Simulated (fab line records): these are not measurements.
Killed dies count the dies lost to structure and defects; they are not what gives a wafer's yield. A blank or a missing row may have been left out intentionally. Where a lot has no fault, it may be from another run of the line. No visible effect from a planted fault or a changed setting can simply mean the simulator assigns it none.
What tool caused it? | flow nandHarc | 12 lots with 36 wafers sampled at 4 steps, on a route of 1302 steps

WHAT THE GAUGES READ, wafer by wafer
NHARC_P_ZERO_WELL_CD_MEAS_24: the cd target is 720 nm.
lot  | measured     | on       | cdNm (nm)
L943 | day 1 22:28  | cdSem-02 | 717.4 722.1 718.2
L944 | day 2 08:46  | cdSem-03 | 720.5 719.2 718.6
L945 | day 2 18:27  | cdSem-03 | 720.2 721.0 718.5
L947 | day 3 14:35  | cdSem-02 | 719.5 720.9 717.1
L948 | day 4 00:35  | cdSem-02 | 720.6 720.2 717.5
L951 | day 5 06:20  | cdSem-03 | 721.1 721.2 720.6
L953 | day 6 02:20  | cdSem-01 | 719.2 722.0 730.3
L956 | day 7 09:12  | cdSem-03 | 718.4 728.8 730.3
L963 | day 10 06:35 | cdSem-02 | 716.8 718.6 717.2
L964 | day 10 16:48 | cdSem-03 | 722.4 718.5 720.6
L965 | day 11 02:43 | cdSem-02 | 717.8 721.8 718.2
L966 | day 11 12:37 | cdSem-02 | 717.1 716.6 719.1

NHARC_P_STI_CD_MEAS_09: the cd target is 200 nm.
lot  | measured     | on       | cdNm (nm)
L943 | day 3 02:14  | cdSem-01 | 196.7 200.1 202.0
L944 | day 3 12:47  | cdSem-03 | 197.1 198.1 199.5
L945 | day 3 12:38  | cdSem-01 | 200.3 196.5 197.3
L947 | day 4 11:22  | cdSem-01 | 199.2 199.0 195.7
L948 | day 4 20:10  | cdSem-02 | 196.9 197.7 196.9
L951 | day 6 03:48  | cdSem-03 | 196.1 199.6 194.6
L953 | day 7 02:26  | cdSem-02 | 201.8 199.0 200.0
L956 | day 8 06:53  | cdSem-01 | 197.2 198.9 196.8
L963 | day 11 05:00 | cdSem-03 | 200.6 199.5 199.7
L964 | day 11 14:10 | cdSem-02 | 197.7 202.1 198.7
L965 | day 12 01:21 | cdSem-02 | 199.5 198.1 198.1
L966 | day 12 09:07 | cdSem-02 | 199.0 202.4 201.2

WHAT TOOL EACH LOT RAN ON (gives the tool, then ch and the chambers of the sampled wafers, and finally the start)
lot  | NHARC_P_ZERO_WELL_ETCH_62                    | NHARC_P_ZERO_WELL_EXPOSE_21
L943 | rieDiel-02 ch 0,1,2, day 1 22:18 or earlier  | krfScanner-02 ch 0, day 1 22:18
L944 | rieDiel-02 ch 0,1,2, day 2 08:37 or earlier  | krfScanner-03 ch 0, day 2 08:37
L945 | rieDiel-11 ch 0,1,2, day 2 18:19 or earlier  | krfScanner-03 ch 0, day 2 18:19
L947 | rieDiel-03 ch 1,2, day 3 14:25 or earlier    | krfScanner-02 ch 0, day 3 14:25
L948 | rieDiel-11 ch 0,1,3, day 4 00:25 or earlier  | krfScanner-03 ch 0, day 4 00:25
L951 | rieDiel-02 ch 2,3, day 5 06:12 or earlier    | krfScanner-03 ch 0, day 5 06:12
L953 | rieDiel-11 ch 0,1, day 6 02:11 or earlier    | krfScanner-03 ch 0, day 6 02:11
L956 | rieDiel-11 ch 0,2,3, day 7 09:03 or earlier  | krfScanner-03 ch 0, day 7 09:03
L963 | rieDiel-03 ch 0,1,3, day 10 06:26 or earlier | krfScanner-03 ch 0, day 10 06:26
L964 | rieDiel-11 ch 1,2,3, day 10 16:38 or earlier | krfScanner-02 ch 0, day 10 16:38
L965 | rieDiel-02 ch 0,1, day 11 02:34 or earlier   | krfScanner-04 ch 0, day 11 02:34
L966 | rieDiel-03 ch 1,2, day 11 12:28 or earlier   | krfScanner-03 ch 0, day 11 12:28
- NHARC_P_ZERO_WELL_ETCH_62: etches the open film in CHF3/Ar, target depth 13 nm, time 6.5 s.
- NHARC_P_ZERO_WELL_EXPOSE_21: exposes mask P NWELL, target cd 720 nm.

AS READ BY THE TOOLS THEMSELVES (means over the sampled wafers that have a number; for cases with no such wafer, the mark the record gives instead)
NHARC_P_ZERO_WELL_ETCH_62.
lot  | tool       | drypumpMotorCurrentA (A) | oesProductAu (a.u.) | rfVppV (V) | showerheadPlenumPTorr (Torr) | throttleValvePct (%)
L943 | rieDiel-02 | 5.6                      | 0.964               | 372.0      | 2.39                         | 20.219
L944 | rieDiel-02 | 5.6                      | 0.942               | 371.6      | 2.39                         | 20.216
L945 | rieDiel-11 | 5.7                      | 0.976               | 370.5      | 2.34                         | 20.215
L947 | rieDiel-03 | 6.5                      | 0.971               | 367.9      | 2.21                         | 20.217
L948 | rieDiel-11 | 5.9                      | 0.972               | 370.2      | 2.32                         | 20.216
L951 | rieDiel-02 | 5.6                      | 0.956               | 368.4      | 2.26                         | 20.214
L953 | rieDiel-11 | 5.6                      | 0.965               | 371.5      | 2.37                         | 20.222
L956 | rieDiel-11 | 6.0                      | 0.951               | 368.8      | 2.27                         | 20.213
L963 | rieDiel-03 | 6.2                      | 0.973               | 369.5      | 2.28                         | 20.217
L964 | rieDiel-11 | 5.9                      | 0.973               | 368.3      | 2.24                         | 20.218
L965 | rieDiel-02 | 5.7                      | 0.957               | 373.6      | 2.43                         | 20.212
L966 | rieDiel-03 | 6.5                      | 0.933               | 367.5      | 2.19                         | 20.214

THE ANSWER, worked out from the rows above alone
Rule: usual is defined by the lots themselves. Put in order of their means at a reading, lots are off if they are a third of the lots or fewer, leave a main group of 4 or more, and stand apart from it by a gap of 3 or more times the standard deviation of the main group's means; of several such gaps the widest counts. Not used: any main group whose means are identical at the precision the tables above print for the reading. Also off: a lot with no number at a reading for which 4 or more lots have one. All remaining lots with rows at the step are treated as sound. Order of review: gauges by route order, followed by the tools' own readings, for which a lot's mean as printed above is used. At the first step where some lot is off, the reading lying furthest off is the one used; lots without a number count as furthest.
Nothing can be told from this: no lot is off at any reading shown.

WHAT THE SIMULATOR PUT IN
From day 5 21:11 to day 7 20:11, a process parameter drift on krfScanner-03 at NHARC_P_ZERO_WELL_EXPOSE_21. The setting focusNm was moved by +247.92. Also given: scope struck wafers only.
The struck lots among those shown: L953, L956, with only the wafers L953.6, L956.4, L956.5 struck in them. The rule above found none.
